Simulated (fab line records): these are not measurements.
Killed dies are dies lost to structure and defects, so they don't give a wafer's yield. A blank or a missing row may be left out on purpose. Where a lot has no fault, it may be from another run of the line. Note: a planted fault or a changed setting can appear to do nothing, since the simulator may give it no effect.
Struck lot and sound lot, side by side -- flow n5 finfet -- 14 out of 1938 route steps
Sound: these wafers, L598.1, L598.3, L598.4. The struck wafers were L612.1, L612.3, L612.4. At the end, the cause is stated.
At each step with rows: each side's tool, then ch and its chambers, then its first start. Under that, the readings that differ: sound wafers -- struck wafers -- difference of the means -- sigmas: that difference in standard deviations of wafers without a fault.
alike: readings with means less than 2 such deviations apart, plus words and numbers identical on both sides. not compared: withheld readings, readings lacking a value on some wafer, bounds such as >300 that could conceal the same value, and numbers that have no deviation in the record and whose values overlap.
Wherever a step has rows on one side only, a row that says differs or no value, or a row with sigmas, the two part there. When numbers do not overlap yet have no deviation, they are printed without sigmas and do not part them. A reading that every wafer of one side lacks parts them only if that side has two wafers or more.

N5_BEOL_M7_ETCH_62: etches SOC in N2/H2, target depth 110 nm, overetch 22 nm, time 165 s.
  sound on rie diel-03 ch 0,1,2, day 9 10:24; struck on rie diel-06 ch 0,2,3, day 12 20:10
  alike: bias w, drypump motor current A, n2 flow sccm, oes product au, rf fwd power W, rf vpp V, showerhead plenum p Torr, throttle valve pct
  not compared: rf hours counter h
then, 1 step without rows for these wafers: N5_BEOL_M7_STRIP_68 (strips in N2/H2).
N5_BEOL_M7_STRIP_67: strips in CF4.
  sound on rie diel-03 ch 0,1,2, day 9 10:32; struck on rie diel-06 ch 0,2,3, day 12 20:19
  alike: bias power w, drypump motor current A, oes product au, rf vpp V, showerhead plenum p Torr, throttle valve pct
  not compared: rf hours counter h
N5_BEOL_M7_HM_OPEN_17: chemistry Cl2/BCl3, target TiN, target depth 20 nm, overetch 6 nm.
  sound on rie metal-01 ch 0,1, day 9 10:35; struck on rie metal-03 ch 0,1, day 12 20:22
  alike: bias w, drypump motor current A, he backside leak sccm, oes product au, rf fwd power W, throttle valve pct
  not compared: rf hours counter h
N5_BEOL_M7_STRIP_19: strips in O2.
  sound on rie diel-02 ch 0,2,3, day 9 10:41; struck on rie diel-06 ch 0,2,3, day 12 20:34
reading,sound,struck,difference,sigmas
oes product au (a.u.),0.91 0.73 0.90,0.68 0.68 0.69,-0.16,-2
rf hours counter h (h),25 174 18,204 228 245,+153,
throttle valve pct (%),16.39 16.57 16.36,16.95 16.90 17.11,+0.55,+2
  alike: drypump motor current A, rf vpp V, showerhead plenum p Torr
N5_BEOL_M7_CD_MEAS_18: pitch 80 nm, target cd 40 nm.
  sound on cd sem-01, day 9 10:46; struck on cd sem-03, day 12 20:38
  alike: cd nm
then, 6 steps without rows for these wafers: N5_BEOL_M7_COAT_63 (time 60 s, resist thk 60 nm); N5_BEOL_M7_COAT_64 (time 60 s, resist thk 12 nm); N5_BEOL_M7_COAT_71 (time 60 s, resist thk 5 nm); N5_BEOL_M7_COAT_22 (resist thk 30 nm); N5_BEOL_M7_EBR_24; N5_BEOL_M7_SOFTBAKE_23 (time 60 s).
N5_BEOL_M7_EXPOSE_25: exposes mask V6, target cd 40 nm.
  struck on euv scanner-01, day 12 20:50; sound on euv scanner-02 ch 0, day 9 12:16
  no value came back on the struck wafers for exposure dose mJ cm2, focus offset nm (nm), na, sigma inner; on the sound wafers exposure dose mJ cm2 reads 43.2 43.2 43.2
  alike: mask
then, 1 step without rows for these wafers: N5_BEOL_M7_PEB_26 (peb time 60 s).

== WHERE THEY PART ==
At N5_BEOL_M7_STRIP_19 first; at N5_BEOL_M7_EXPOSE_25 last (within this record only).

WHY: what the simulator had put in
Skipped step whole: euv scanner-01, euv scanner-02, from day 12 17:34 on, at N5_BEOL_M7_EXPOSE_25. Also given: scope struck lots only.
